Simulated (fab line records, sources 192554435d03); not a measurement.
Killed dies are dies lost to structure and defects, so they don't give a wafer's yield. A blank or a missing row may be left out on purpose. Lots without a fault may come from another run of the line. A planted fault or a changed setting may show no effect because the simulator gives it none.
A struck lot beside a sound one | flow n5_finfet | 18 steps out of a route of 1938
Sound: wafers L504.1, L504.4, L504.6. Struck: wafers L513.1, L513.6. The cause comes at the end.
At each step with rows: each side's tool, then ch and its chambers, then its first start. Under that, the readings that differ: sound wafers | struck wafers | difference of the means | sigmas: that difference in standard deviations of wafers without a fault.
alike: readings whose means differ by less than 2 such deviations, and words and numbers that are the same on both sides. not compared: withheld readings, readings that some wafer has no value for, bounds like >300 that may hide the same value, and numbers for which the record gives no deviation and whose values overlap.
The two part at a step that has a row with sigmas, a row that says differs or no value, or rows on one side only. Numbers that don't overlap but have no deviation are shown without sigmas and don't part them. A reading that every wafer of one side lacks parts them only if that side has two wafers or more.

first, 2 steps without rows for these wafers: N5_BEOL_M2_ANNEAL_82 (time 240 s); N5_BEOL_M2_SPUTTER_86 (material Cu, target thk 4.5 nm, time 8.29 s).
N5_BEOL_M2_ANNEAL_87: time 240 s.
  sound on pvd_sputter-03, day 10 08:33; struck on pvd_sputter-02, day 12 07:20
  alike: heater_power_w
then, 1 step without rows for these wafers: N5_BEOL_M2_SPUTTER_88 (material Cu, target thk 4.5 nm, time 8.29 s).
N5_BEOL_M2_ANNEAL_89: time 240 s.
  sound on pvd_sputter-03, day 10 08:46; struck on pvd_sputter-02, day 12 07:34
  alike: heater_power_w
then, 1 step without rows for these wafers: N5_BEOL_M2_SPUTTER_90 (material Cu, target thk 4.5 nm, time 8.29 s).
N5_BEOL_M2_ANNEAL_91: time 240 s.
  sound on pvd_sputter-03, day 10 08:59; struck on pvd_sputter-02, day 12 07:47
  alike: heater_power_w
then, 1 step without rows for these wafers: N5_BEOL_M2_SPUTTER_92 (material Cu, target thk 4.5 nm, time 8.29 s).
N5_BEOL_M2_ANNEAL_93: time 240 s.
  sound on pvd_sputter-03, day 10 09:13; struck on pvd_sputter-02, day 12 08:00
  alike: heater_power_w
then, 3 steps without rows for these wafers: N5_BEOL_M2_SPUTTER_94 (material Cu, target thk 4.5 nm, time 8.29 s); N5_BEOL_M2_ANNEAL_95 (time 240 s); N5_BEOL_M2_SPUTTER_96 (material Cu, target thk 4.5 nm, time 8.29 s).
N5_BEOL_M2_ECD_50: material Cu, target thk 300 nm.
  sound on ecd_cu-01 ch 0,1, day 10 09:41; struck on ecd_cu-01 ch 0,1, day 12 08:28
  reading                                | sound             | struck     | difference | sigmas
  model.Cu_of_BEOL_M2_ECD_50.thk_nm (nm) | 299.4 299.6 303.2 | 98.8 101.4 | -200.6     |
N5_BEOL_M2_ANNEAL_51: time 90 s.
  sound on rtp_anneal-02 ch 0, day 10 09:56; struck on rtp_anneal-01 ch 0, day 12 08:33
  alike: anneal_temp_c_max, wafer_temp_C_max
N5_BEOL_M2_CMP_52: polishes, stops on SiOC, t overpolish 6.8 s, target thk 40 nm.
  sound on cmp-03 ch 1,2,3, day 10 10:14; struck on cmp-04 ch 0,1, day 12 10:38
  reading                | sound    | struck | difference | sigmas
  time_to_endpoint_s (s) | 58 57 61 | 24 25  | -34        | -11
  alike: motor_current_A
N5_BEOL_M2_THK_MEAS_53: measures by xrf.
  sound on film_metro-02, day 10 10:31; struck on film_metro-02, day 12 10:51
  alike: M2_THK
N5_BEOL_M4_RC_MEAS_101:
  sound on prober-02 ch 0, day 11 23:44; struck on prober-02 ch 0, day 13 18:45
  alike: DIBL_N, DIBL_P, IOFF_N, IOFF_P, ION_N, ION_P, SS_N, SS_P, VT_N, VT_P
then, 1 step without rows for these wafers: N5_PASSIVATION_PROBE_49.

WHERE THEY PART
Only at N5_BEOL_M2_CMP_52, within this record. Later steps at which nothing parts them and some readings are alike: N5_BEOL_M2_THK_MEAS_53, N5_BEOL_M4_RC_MEAS_101.

WHY: what the simulator had put in
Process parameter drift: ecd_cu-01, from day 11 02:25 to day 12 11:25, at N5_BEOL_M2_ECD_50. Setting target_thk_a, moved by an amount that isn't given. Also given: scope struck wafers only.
